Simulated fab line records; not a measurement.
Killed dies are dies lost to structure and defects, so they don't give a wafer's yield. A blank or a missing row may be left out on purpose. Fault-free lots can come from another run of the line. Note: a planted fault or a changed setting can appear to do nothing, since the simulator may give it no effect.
Split-lot trial :: flow n5Finfet :: on a route of 1938 steps: 7 lots, 21 wafers read

== THE SPLIT ITSELF ==
At N5_ZERO_LAYER_COAT_05 (resist thk 1000 nm), the setting spinRpm was moved away from the recipe's 1500 rpm on 6 of the 21 wafers read, by -6.1% to +7.3%. This setting was run at the recipe's value on the other wafers.

== FROM THE SPLIT TO THE READING: what the file shows between them, 7 steps ==
- N5_ZERO_LAYER_EXPOSE_08: exposes mask ZERO, defocus 0 nm, target cd 2000 nm (also split here: doseMj)
- N5_ZERO_LAYER_PEB_09
- N5_ZERO_LAYER_DEVELOP_10: develop time 60 s
- N5_ZERO_LAYER_HARDBAKE_23: time 120 s
- N5_ZERO_LAYER_CD_MEAS_11: target cd 2000 nm
- N5_ZERO_LAYER_DESCUM_16: chemistry O2, time 7.9 s
- N5_ZERO_LAYER_ETCH_17: etches SiO2 in CF4, target depth 12 nm, time 13.3 s

== THE READING ==
coat_of_ZERO_LAYER_COAT_05.thkNm (the simulator's own value, which no gauge read), in nm, at N5_ZERO_LAYER_ETCH_18 (etches Si in HBr/Cl2, target depth 120 nm, time 40 s). No usual value for it is given in the file. Average 930.3 nm, standard deviation 2.7 nm, over the 15 wafers here run with the recipe.

wafer: L074.1
tool, chamber at the split: lithoTrack-03, 0
spinRpm as run, rpm: 1500
against the recipe: recipe
coat_of_ZERO_LAYER_COAT_05.thkNm, nm: 930.8
against lot-mates on the recipe: -

wafer: L074.2
tool, chamber at the split: lithoTrack-03, 0
spinRpm as run, rpm: 1500
against the recipe: recipe
coat_of_ZERO_LAYER_COAT_05.thkNm, nm: 926.8
against lot-mates on the recipe: -

wafer: L074.6
tool, chamber at the split: lithoTrack-03, 0
spinRpm as run, rpm: 1500
against the recipe: recipe
coat_of_ZERO_LAYER_COAT_05.thkNm, nm: 931.6
against lot-mates on the recipe: -

wafer: L076.1
tool, chamber at the split: lithoTrack-01, 0
spinRpm as run, rpm: 1500
against the recipe: recipe
coat_of_ZERO_LAYER_COAT_05.thkNm, nm: 926.4
against lot-mates on the recipe: -

wafer: L076.2
tool, chamber at the split: lithoTrack-01, 0
spinRpm as run, rpm: 1409
against the recipe: -6.1%
coat_of_ZERO_LAYER_COAT_05.thkNm, nm: 963.2
against lot-mates on the recipe: +36.8

wafer: L076.3
tool, chamber at the split: lithoTrack-01, 0
spinRpm as run, rpm: 1409
against the recipe: -6.1%
coat_of_ZERO_LAYER_COAT_05.thkNm, nm: 960.8
against lot-mates on the recipe: +34.4

wafer: L082.1
tool, chamber at the split: lithoTrack-03, 0
spinRpm as run, rpm: 1500
against the recipe: recipe
coat_of_ZERO_LAYER_COAT_05.thkNm, nm: 935
against lot-mates on the recipe: -

wafer: L082.4
tool, chamber at the split: lithoTrack-03, 0
spinRpm as run, rpm: 1500
against the recipe: recipe
coat_of_ZERO_LAYER_COAT_05.thkNm, nm: 931.5
against lot-mates on the recipe: -

wafer: L082.6
tool, chamber at the split: lithoTrack-03, 0
spinRpm as run, rpm: 1500
against the recipe: recipe
coat_of_ZERO_LAYER_COAT_05.thkNm, nm: 932.7
against lot-mates on the recipe: -

wafer: L087.4
tool, chamber at the split: lithoTrack-04, 0
spinRpm as run, rpm: 1500
against the recipe: recipe
coat_of_ZERO_LAYER_COAT_05.thkNm, nm: 927.6
against lot-mates on the recipe: -

wafer: L087.5
tool, chamber at the split: lithoTrack-04, 0
spinRpm as run, rpm: 1500
against the recipe: recipe
coat_of_ZERO_LAYER_COAT_05.thkNm, nm: 928.3
against lot-mates on the recipe: -

wafer: L087.6
tool, chamber at the split: lithoTrack-04, 0
spinRpm as run, rpm: 1610
against the recipe: +7.3%
coat_of_ZERO_LAYER_COAT_05.thkNm, nm: 896.8
against lot-mates on the recipe: -31.2

wafer: L089.1
tool, chamber at the split: lithoTrack-01, 0
spinRpm as run, rpm: 1500
against the recipe: recipe
coat_of_ZERO_LAYER_COAT_05.thkNm, nm: 933.5
against lot-mates on the recipe: -

wafer: L089.2
tool, chamber at the split: lithoTrack-01, 0
spinRpm as run, rpm: 1442
against the recipe: -3.9%
coat_of_ZERO_LAYER_COAT_05.thkNm, nm: 953.9
against lot-mates on the recipe: +20.4

wafer: L089.4
tool, chamber at the split: lithoTrack-01, 0
spinRpm as run, rpm: 1442
against the recipe: -3.9%
coat_of_ZERO_LAYER_COAT_05.thkNm, nm: 953
against lot-mates on the recipe: +19.5

wafer: L094.1
tool, chamber at the split: lithoTrack-03, 0
spinRpm as run, rpm: 1500
against the recipe: recipe
coat_of_ZERO_LAYER_COAT_05.thkNm, nm: 929
against lot-mates on the recipe: -

wafer: L094.3
tool, chamber at the split: lithoTrack-03, 0
spinRpm as run, rpm: 1608
against the recipe: +7.2%
coat_of_ZERO_LAYER_COAT_05.thkNm, nm: 893.6
against lot-mates on the recipe: -34.2

wafer: L094.5
tool, chamber at the split: lithoTrack-03, 0
spinRpm as run, rpm: 1500
against the recipe: recipe
coat_of_ZERO_LAYER_COAT_05.thkNm, nm: 926.6
against lot-mates on the recipe: -

wafer: L095.2
tool, chamber at the split: lithoTrack-04, 0
spinRpm as run, rpm: 1500
against the recipe: recipe
coat_of_ZERO_LAYER_COAT_05.thkNm, nm: 934.1
against lot-mates on the recipe: -

wafer: L095.4
tool, chamber at the split: lithoTrack-04, 0
spinRpm as run, rpm: 1500
against the recipe: recipe
coat_of_ZERO_LAYER_COAT_05.thkNm, nm: 930.6
against lot-mates on the recipe: -

wafer: L095.6
tool, chamber at the split: lithoTrack-04, 0
spinRpm as run, rpm: 1500
against the recipe: recipe
coat_of_ZERO_LAYER_COAT_05.thkNm, nm: 929.5
against lot-mates on the recipe: -

THE FIT
A straight line over all 21 wafers: coat_of_ZERO_LAYER_COAT_05.thkNm changes by -5.12 nm for each +1% of spinRpm; r = -0.99; the points scatter about the line by 2.8 nm.
The same after taking each lot's own level away (the mean of its wafers on the recipe; 21 wafers): -5.05 nm for each +1%; r = -0.99; scatter 2.4 nm.
Per that fit: largest spinRpm move, reading shift of 37 nm.
Across the lots, their own levels run from 926.40 to 933.50 nm, a range of 2.6 times the standard deviation given above.
Consequently the slope shifts little with the lot-to-lot level, the two slopes agreeing.
Check: for one of the wafers moved furthest among these (+7.3%), held out of the fit, the line's prediction against its lot-mates is -38.5 nm. It came out at -31.2 nm against them.

== OTHER SPLITS APPLIED TO THESE WAFERS ==
Note: prior to the reading, these wafers also went through further splits. Each is held against what the fit with the lots' levels taken away leaves over:
other split on the same wafers: N5_ZERO_LAYER_EXPOSE_08 doseMj
wafers away from the commonest value: 5
r with coat_of_ZERO_LAYER_COAT_05.thkNm (lot level and that fit taken away): -0.17

== THE WHOLE CHAIN: every reading that the file lists as answering this split, in the file's order ==
step: N5_ZERO_LAYER_COAT_05
what it does: resist thk 1000 nm
reading: coat_of_ZERO_LAYER_COAT_05.thkNm (the simulator's own value, which no gauge read)
change (the file's fit): -4.85 nm for each +1% of the setting
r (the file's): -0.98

step: N5_ZERO_LAYER_ETCH_18
what it does: etches Si in HBr/Cl2, target depth 120 nm, time 40 s
reading: coat_of_ZERO_LAYER_COAT_05.thkNm (the simulator's own value, which no gauge read)
change (the file's fit): -4.88 nm for each +1% of the setting
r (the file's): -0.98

step: N5_ZERO_LAYER_STRIP_24
what it does: strips in O2
reading: stripTimeToEndpointS
change (the file's fit): withheld for each +1% of the setting
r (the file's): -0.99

== THE FILE'S OWN FIT ==
coat_of_ZERO_LAYER_COAT_05.thkNm changes by -4.88 nm for each +1% of spinRpm, r = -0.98.
